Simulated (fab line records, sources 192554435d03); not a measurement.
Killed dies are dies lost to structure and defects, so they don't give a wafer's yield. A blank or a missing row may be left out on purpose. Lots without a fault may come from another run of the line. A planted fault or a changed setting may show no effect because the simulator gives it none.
fab line records | flow n5_finfet
record lots=13 wafers=37 last_day=17
route steps=1938 shown BEOL_M4@1098 BEOL_M5@1118
lots that met no fault: from a run of the same line without faults
start_h: hours from the record's first day to the start of the lot's first wafer shown | wait_h: hours since the lot's step before | " the same as in the row above | L1.1+2: a row that stands for several wafers | - no value, or no start given | * or withheld: withheld | < > ~ a bound
route shown NAME@n: a module of which the file shows steps, and the number in the route of the first | usual: mean/standard deviation of fault-free wafers | same: alike in all rows | chamber/n: place in a boat | sites: the reading at each site | _std_site: their standard deviation | _edge_site: outer sites' mean less inner sites' | radius_mm: how far each site lies from the wafer's centre | mask NAME#n: copy n | behind: the tool/chamber that last shaped the wafer | hold: why the lot was held/for how many hours/how that ended | device: the transistor (n, p or np) that didn't switch | end of line: the same wafers' tests at the end of the route | a step without rows: its recipe alone | killed: dies lost to structure and defects at the first sort, not the wafer's yield | map: a wafer's dies, x killed, . not, _ none there
set.NAME: the setting as run; set.NAME@STEP: as run at that earlier step | model.NAME: the simulator's own value behind a step, which no gauge read
steps of the route over a sample of lots; a table a step, a row a wafer
services: from which hour (start_h, from the record's first day; less than 0 if before it) a tool's chamber was out of use, for how many hours, and why
## steps
# step N5_BEOL_M4_SPUTTER_94
# recipe material=Cu target_thk_a=45 temp_c=-20 chamber_pressure_pa=0.07 power_w=withheld time_s=8.29
# usual throttle_valve_pct=30.3/0.93
# columns lot.wafer tool chamber start_h wait_h throttle_valve_pct
L578.2 pvd_sputter-01 - 182.14 0.1 31.0
L578.3 " - " " 31.7
L578.4 " - " " 28.8
L577.3 pvd_sputter-03 - 184.80 0.1 30.4
L577.5 " - " " 30.1
L577.6 " - " " 28.5
L579.1 pvd_sputter-03 - 187.72 0.1 30.8
L579.4 " - " " 28.5
L579.5 " - " " 28.6
L581.3 pvd_sputter-02 - 203.43 0.1 29.7
L581.4 " - " " 30.2
L581.5 " - " " 29.7
L583.1 pvd_sputter-02 - 216.45 0.1 30.2
L583.4 " - " " 31.1
L583.6 " - " " 29.5
L586.3 pvd_sputter-02 - 236.43 0.1 29.8
L586.5 " - " " 29.9
L586.6 " - " " 30.1
L585.1 pvd_sputter-01 - 243.46 0.1 30.3
L585.2 " - " " 29.2
L585.6 " - " " 30.6
L587.1 pvd_sputter-02 - 245.00 0.1 31.4
L587.5 " - " " 30.1
L587.6 " - " " 29.6
L589.2 pvd_sputter-03 - 248.47 0.1 30.4
L589.5 " - " " 31.3
L591.2 pvd_sputter-02 - 264.11 0.1 31.3
L591.3 " - " " 29.5
L591.6 " - " " 29.7
L592.1 pvd_sputter-01 - 264.17 0.1 30.0
L592.2 " - " " 31.9
L592.3 " - " " 29.1
L594.2 pvd_sputter-03 - 273.67 0.1 31.1
L594.5 " - " " 28.6
L598.3 pvd_sputter-01 - 311.76 0.1 30.4
L598.4 " - " " 29.0
L598.6 " - " " 28.7
# step N5_BEOL_M4_ANNEAL_51
# recipe temp_c=225 time_s=90 ambient=N2
# usual wafer_temp_C_max=226.1/0.58
# columns lot.wafer tool chamber start_h wait_h wafer_temp_C_max
L578.2 rtp_anneal-02 0 182.60 0.1 226.9
L578.3 " 0 " " 226.8
L578.4 " 0 " " 226.4
L577.3 rtp_anneal-02 0 185.31 0.1 226.7
L577.5 " 0 " " 226.8
L577.6 " 0 " " 226.6
L579.1 rtp_anneal-01 0 188.15 0.1 225.4
L579.4 " 0 " " 225.5
L579.5 " 0 " " 225.7
L581.3 rtp_anneal-02 0 203.94 0.1 226.5
L581.4 " 0 " " 226.8
L581.5 " 0 " " 226.7
L583.1 rtp_anneal-02 0 216.86 0.1 226.6
L583.4 " 0 " " 226.5
L583.6 " 0 " " 226.4
L586.3 rtp_anneal-01 0 237.53 0.7 225.2
L586.5 " 0 " " 225.5
L586.6 " 0 " " 225.5
L585.1 rtp_anneal-02 0 243.87 0.1 226.5
L585.2 " 0 " " 226.6
L585.6 " 0 " " 226.4
L587.1 rtp_anneal-01 0 245.42 0.1 225.6
L587.5 " 0 " " 225.6
L587.6 " 0 " " 225.5
L589.2 rtp_anneal-02 0 248.93 0.1 226.4
L589.5 " 0 " " 226.3
L591.2 rtp_anneal-01 0 264.58 0.1 225.6
L591.3 " 0 " " 225.5
L591.6 " 0 " " 226.0
L592.1 rtp_anneal-02 0 264.64 0.1 226.5
L592.2 " 0 " " 227.0
L592.3 " 0 " " 226.8
L594.2 rtp_anneal-01 0 274.14 0.1 225.4
L594.5 " 0 " " 225.5
L598.3 rtp_anneal-02 0 312.27 0.1 226.8
L598.4 " 0 " " 227.1
L598.6 " 0 " " 226.5
# step N5_BEOL_M5_COAT_60
# recipe resist=SiARC temp_c=220 time_s=60 spin_rpm=1500 resist_thk_nm=12
# usual run_length_s=66.03/0.13 spin_speed_rpm=1500.0/0.94
# columns lot.wafer tool chamber start_h wait_h run_length_s spin_speed_rpm
L578.2 litho_track-05 0 185.46 - 66.08 1498.9
L578.3 " 0 " " 65.94 1498.9
L578.4 " 0 " " 66.15 1500.3
L577.3 litho_track-05 0 188.82 - 66.07 1499.4
L577.5 " 0 " " 66.12 1500.4
L577.6 " 0 " " 66.06 1498.5
L579.1 litho_track-04 0 192.66 - 66.05 1498.9
L579.4 " 0 " " 66.06 1499.9
L579.5 " 0 " " 66.27 1498.8
L581.3 litho_track-05 0 208.34 - 65.94 1500.1
L581.4 " 0 " " 65.93 1500.3
L581.5 " 0 " " 66.21 1500.0
L583.1 litho_track-05 0 220.87 - 66.00 1499.8
L583.4 " 0 " " 66.20 1499.9
L583.6 " 0 " " 65.96 1499.3
L586.3 litho_track-05 0 240.12 - 66.18 1500.6
L586.5 " 0 " " 65.98 1499.8
L586.6 " 0 " " 65.96 1499.5
L585.1 litho_track-05 0 246.67 - 66.00 1499.5
L585.2 " 0 " " 65.96 1499.2
L585.6 " 0 " " 66.00 1500.5
L587.1 litho_track-05 0 248.69 - 65.95 1501.2
L587.5 " 0 " " 66.02 1499.2
L587.6 " 0 " " 66.13 1500.1
L589.2 litho_track-05 0 252.01 - 80.13 1500.8
L589.5 " 0 " " 65.95 1501.0
L591.2 litho_track-05 0 268.08 - 80.08 1500.3
L591.3 " 0 " " 80.05 1501.0
L591.6 " 0 " " 65.90 1501.1
L592.1 litho_track-03 0 268.22 - 65.85 1500.8
L592.2 " 0 " " 65.67 1499.4
L592.3 " 0 " " 65.85 1501.3
L594.2 litho_track-05 0 279.05 - 80.07 1501.2
L594.5 " 0 " " 65.96 1500.7
L598.3 litho_track-04 0 317.61 - 66.23 1499.1
L598.4 " 0 " " 66.12 1500.3
L598.6 " 0 " " 65.94 1499.1
# step N5_BEOL_M5_CD_MEAS_11
# recipe target_cd_nm=27.74 landing_energy_ev=500 detector=se_inlens
# usual cd_nm=27.99/0.28
# columns lot.wafer tool chamber start_h wait_h cd_nm
L578.2 cd_sem-03 0 185.74 - 28.02
L578.3 " 0 " " 27.82
L578.4 " 0 " " 28.24
L577.3 cd_sem-02 0 189.08 - 28.23
L577.5 " 0 " " 27.88
L577.6 " 0 " " 28.15
L579.1 cd_sem-03 0 192.92 - 28.40
L579.4 " 0 " " 28.50
L579.5 " 0 " " 27.28
L581.3 cd_sem-01 0 208.60 - 27.61
L581.4 " 0 " " 27.63
L581.5 " 0 " " 27.91
L583.1 cd_sem-02 0 221.13 - 28.03
L583.4 " 0 " " 28.21
L583.6 " 0 " " 28.44
L586.3 cd_sem-03 0 240.54 - 27.48
L586.5 " 0 " " 27.76
L586.6 " 0 " " 27.32
L585.1 cd_sem-01 0 247.06 - 27.89
L585.2 " 0 " " 27.75
L585.6 " 0 " " 27.24
L587.1 cd_sem-02 0 249.10 - 28.07
L587.5 " 0 " " 28.21
L587.6 " 0 " " 28.01
L589.2 cd_sem-03 0 252.27 - 27.96
L589.5 " 0 " " 28.27
L591.2 cd_sem-01 0 268.47 - 28.03
L591.3 " 0 " " 28.14
L591.6 " 0 " " 27.61
L592.1 cd_sem-03 0 268.51 - 28.47
L592.2 " 0 " " 28.42
L592.3 " 0 " " 28.09
L594.2 cd_sem-02 0 279.43 - 28.00
L594.5 " 0 " " 28.06
L598.3 cd_sem-01 0 317.88 - 27.80
L598.4 " 0 " " 27.86
L598.6 " 0 " " 28.18
## services
# columns tool chamber start_h hours kind
pvd_sputter-03 - 169.70 3.3 repair
pvd_sputter-01 - 300.26 1.2 repair
## key
first_sign step=N5_BEOL_M5_COAT_60 reading=run_length_s direction=up sigmas=99+ usual=* struck=*
effect none on later readings
met_at N5_BEOL_M5_COAT_60
struck_lots L589,L591,L594
struck_wafers L589.2,L591.2,L591.3,L594.2
not_acting_at N5_BEOL_M4_SPUTTER_94,N5_BEOL_M4_ANNEAL_51,N5_BEOL_M5_CD_MEAS_11
onset_between 248.69 252.01
fault kind=process_parameter_drift tool=litho_track-05 chamber=- onset_h=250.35 steps=N5_BEOL_M5_COAT_60 channel=time_s offset=* shape=step end_h=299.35 scope=struck_wafers_only acts_in=* stated=*
